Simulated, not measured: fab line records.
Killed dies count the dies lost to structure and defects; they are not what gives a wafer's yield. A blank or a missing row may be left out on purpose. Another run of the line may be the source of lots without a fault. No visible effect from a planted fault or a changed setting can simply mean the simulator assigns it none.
Chamber matching    flow n5 finfet    N5_BEOL_M1_ETCH_63 on rie diel-05: 4 sister chambers
The step etches SiARC in CF4, target depth 15.6 nm, time 26 s. 4 wafers are shown with their chamber, then 12 later ones without.

## EACH WAFER AND ITS CHAMBER
wafer   chamber  drypump motor current A (A)
L082.1  1        5.8
L089.5  2        5.7
L090.5  3        5.0
L090.6  0        5.5

## WAFERS WITHOUT THEIR CHAMBER
wafer   drypump motor current A (A)
L091.1  5.0
L091.4  5.5
L091.5  5.0
L093.2  5.4
L093.4  5.7
L093.6  5.0
L095.1  5.0
L095.5  5.5
L095.6  5.8
L096.1  5.8
L096.2  5.5
L096.6  5.0

## EACH ONE'S CHAMBER
wafer   from the rows above  in truth
L091.1  3                    3
L091.4  0                    0
L091.5  3                    3
L093.2  0                    0
L093.4  2                    2
L093.6  3                    3
L095.1  3                    3
L095.5  0                    0
L095.6  1                    1
L096.1  1                    1
L096.2  0                    0
L096.6  3                    3
Placed correctly: 12 of 12. Not placeable from these rows: 0. Number placed wrongly: 0.
How it was worked out, from the rows above alone: a wafer's distance from a chamber is the root of the sum, over the readings, of the square of ((its reading less the chamber's mean) divided by the reading's scatter). If the next closest chamber is less than 2 further off than the closest, the wafer can't be placed; otherwise it belongs to the closest. A chamber's mean is the mean of its shown wafers. The scatter: root of mean squared gap, hidden wafer to nearest shown wafer, with one shown wafer a chamber.
